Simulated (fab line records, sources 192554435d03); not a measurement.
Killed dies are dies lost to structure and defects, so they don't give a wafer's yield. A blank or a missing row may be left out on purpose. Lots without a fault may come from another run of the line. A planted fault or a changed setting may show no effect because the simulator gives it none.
Chamber matching | flow n5_finfet | N5_PMOS_HMC_CHANNEL_EPI_FIN_RECESS_16 on rie_si-06: 4 sister chambers
The step chemistry HBr/Cl2, target Si, target depth 54 nm, time 18 s. 14 wafers are shown with their chamber, then 7 later ones without.

WAFERS WITH THEIR CHAMBER
wafer  | chamber | throttle_valve_pct (%) | drypump_motor_current_A (A) | oes_product_au (a.u.)
L693.3 | 3       | 35.47                  | 5.7                         | 1.008
L693.4 | 0       | 35.62                  | 5.7                         | 1.002
L693.5 | 0       | 35.64                  | 5.7                         | 0.994
L694.1 | 3       | 35.47                  | 5.7                         | 0.990
L694.3 | 0       | 35.64                  | 5.7                         | 0.989
L694.6 | 1       | 35.55                  | 5.6                         | 1.002
L696.1 | 1       | 35.56                  | 5.6                         | 0.991
L696.3 | 0       | 35.65                  | 5.7                         | 1.002
L696.6 | 1       | 35.57                  | 5.6                         | 0.983
L701.1 | 3       | 35.48                  | 5.6                         | 0.995
L701.5 | 3       | 35.48                  | 5.6                         | 1.001
L701.6 | 0       | 35.65                  | 5.7                         | 0.993
L711.2 | 1       | 35.56                  | 5.6                         | 0.991
L711.3 | 2       | 35.48                  | 5.8                         | 0.999

SIGNATURES (means of the wafers above)
reading                 | chamber 0 | chamber 1 | chamber 2 | chamber 3 | scatter within a chamber
throttle_valve_pct      | 35.6400   | 35.5600   | 35.4800   | 35.4750   | 0.00949
drypump_motor_current_A | 5.700     | 5.600     | 5.800     | 5.650     | 0.0316
oes_product_au          | 0.99600   | 0.99175   | 0.99900   | 0.99850   | 0.00706
Rule: a wafer's distance from a chamber is the root of the sum, over the readings, of the square of ((its reading less the chamber's mean) divided by the reading's scatter). The wafer belongs to the nearest chamber; if the next one is less than 2 further off, it can't be placed. The scatter: the root of (the sum of the squares of (reading less its chamber's mean) over the shown wafers, divided by (wafers less chambers)).

WAFERS WITHOUT THEIR CHAMBER
wafer  | throttle_valve_pct (%) | drypump_motor_current_A (A) | oes_product_au (a.u.)
L711.5 | 35.65                  | 5.7                         | 0.993
L713.1 | 35.55                  | 5.6                         | 0.998
L713.3 | 35.63                  | 5.6                         | 1.003
L713.4 | 35.46                  | 5.6                         | 0.991
L714.2 | 35.63                  | 5.6                         | 0.996
L714.3 | 35.48                  | 5.8                         | 1.008
L714.4 | 35.48                  | 5.6                         | 1.000

WHICH CHAMBER EACH WENT THROUGH
wafer  | from the rows above | in truth
L711.5 | 0                   | 0
L713.1 | 1                   | 1
L713.3 | 0                   | 0
L713.4 | 3                   | 3
L714.2 | 0                   | 0
L714.3 | 2                   | 2
L714.4 | 3                   | 3
Placed correctly: 7 of 7. Can't be placed from these rows: 0. Placed wrongly: 0.
